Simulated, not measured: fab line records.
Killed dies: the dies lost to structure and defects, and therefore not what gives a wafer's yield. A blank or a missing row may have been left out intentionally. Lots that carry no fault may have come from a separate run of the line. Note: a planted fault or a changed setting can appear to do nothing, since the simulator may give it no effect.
Which tool was responsible? | flow n5Finfet | 36 wafers from 12 lots sampled at 5 of the route's 1938 steps

## WHAT THE GAUGES SHOWED, per wafer
N5_BEOL_M11_CD_MEAS_35 targets a cd of 70 nm.
lot  | measured     | on       | cdNm (nm)
L075 | day 10 09:54 | cdSem-01 | 69.7 69.9 71.2
L078 | day 10 19:19 | cdSem-02 | 69.7 68.2 69.3
L080 | day 11 07:10 | cdSem-01 | 70.6 69.4 68.4
L082 | day 12 08:32 | cdSem-02 | 69.9 68.7 69.4
L083 | day 12 11:58 | cdSem-01 | 68.9 69.3 70.8
L085 | day 13 00:16 | cdSem-01 | 70.0 71.3 70.6
L087 | day 13 14:33 | cdSem-02 | 69.6 68.9 69.3
L088 | day 14 02:14 | cdSem-01 | 70.4 70.2 69.8
L091 | day 14 12:02 | cdSem-01 | 69.5 68.4 69.1
L093 | day 15 04:08 | cdSem-03 | 69.0 68.8 68.9
L095 | day 15 22:45 | cdSem-03 | 69.0 70.2 69.5
L096 | day 16 06:01 | cdSem-02 | 69.4 68.3 68.4

## WHICH TOOL RAN EACH LOT (tool, then ch and the chambers of the sampled wafers, then the start)
lot  | N5_BEOL_M10_ANNEAL_51           | N5_BEOL_M11_CURE_71          | N5_BEOL_M11_PECVD_70            | N5_BEOL_M11_STRIP_36
L075 | rtpAnneal-01 ch 0, day 10 02:02 | uvCure-01 ch 0, day 10 03:37 | pecvd-04 ch 0,1, day 10 04:05   | rieDiel-02 ch 0,2,3, day 10 09:32
L078 | rtpAnneal-01 ch 0, day 10 14:17 | uvCure-02 ch 2, day 10 15:26 | pecvd-04 ch 0,1, day 10 15:59   | rieDiel-03 ch 1,2,3, day 10 18:55
L080 | rtpAnneal-02 ch 0, day 10 23:23 | uvCure-01 ch 1, day 11 00:17 | pecvd-03 ch 0, day 11 00:50     | rieDiel-06 ch 0,3, day 11 06:48
L082 | rtpAnneal-01 ch 0, day 12 02:19 | uvCure-01 ch 1, day 12 03:11 | pecvd-02 ch 1,2, day 12 03:44   | rieDiel-03 ch 0,2, day 12 08:10
L083 | rtpAnneal-01 ch 0, day 12 06:44 | uvCure-02 ch 0, day 12 07:41 | pecvd-02 ch 0,1, day 12 08:04   | rieDiel-02 ch 0,1, day 12 11:35
L085 | rtpAnneal-02 ch 0, day 12 18:49 | uvCure-03 ch 1, day 12 19:42 | pecvd-03 ch 0,1,2, day 12 20:15 | rieDiel-06 ch 1,2,3, day 12 23:51
L087 | rtpAnneal-02 ch 0, day 13 08:35 | uvCure-03 ch 2, day 13 09:27 | pecvd-02 ch 0,1, day 13 10:00   | rieDiel-02 ch 2,3, day 13 14:11
L088 | rtpAnneal-01 ch 0, day 13 18:13 | uvCure-03 ch 0, day 13 19:05 | pecvd-04 ch 1,2, day 13 19:38   | rieDiel-06 ch 0,1, day 14 01:50
L091 | rtpAnneal-01 ch 0, day 14 05:20 | uvCure-01 ch 0, day 14 06:19 | pecvd-04 ch 0,1,2, day 14 06:39 | rieDiel-03 ch 0,1, day 14 11:39
L093 | rtpAnneal-01 ch 0, day 14 23:49 | uvCure-02 ch 0, day 15 00:46 | pecvd-02 ch 0,1,2, day 15 01:09 | rieDiel-06 ch 0,1, day 15 03:45
L095 | rtpAnneal-02 ch 0, day 15 17:38 | uvCure-02 ch 0, day 15 18:35 | pecvd-04 ch 0,1,2, day 15 19:00 | rieDiel-03 ch 0,1, day 15 22:16
L096 | rtpAnneal-02 ch 0, day 15 22:19 | uvCure-03 ch 0, day 15 23:26 | pecvd-04 ch 0,1,2, day 15 23:49 | rieDiel-03 ch 1,2,3, day 16 05:33
- N5_BEOL_M10_ANNEAL_51: time 90 s.
- N5_BEOL_M11_CURE_71: cures SiCOH lowk, time 240 s.
- N5_BEOL_M11_PECVD_70: deposits SiO2 from TEOS/O2, target thk 20 nm, time 22.7 s.
- N5_BEOL_M11_STRIP_36: strips in N2/H2.

## THE ANSWER, worked out from the rows above alone
Rule: the lots themselves supply what counts as usual. Put in order of their means at a reading, lots are off if they are a third of the lots or fewer, leave a main group of 4 or more, and stand apart from it by a gap of 3 or more times the standard deviation of the main group's means; of several such gaps the widest counts. A main group whose means are all the same, to the digits that the tables above print for the reading, isn't used. Also off: a lot with no number at a reading for which 4 or more lots have one. Where the step has rows for the other lots, those lots are counted as sound.
Nothing can be told from this: no lot is off at any reading shown.

## WHAT THE SIMULATOR HAD INSERTED
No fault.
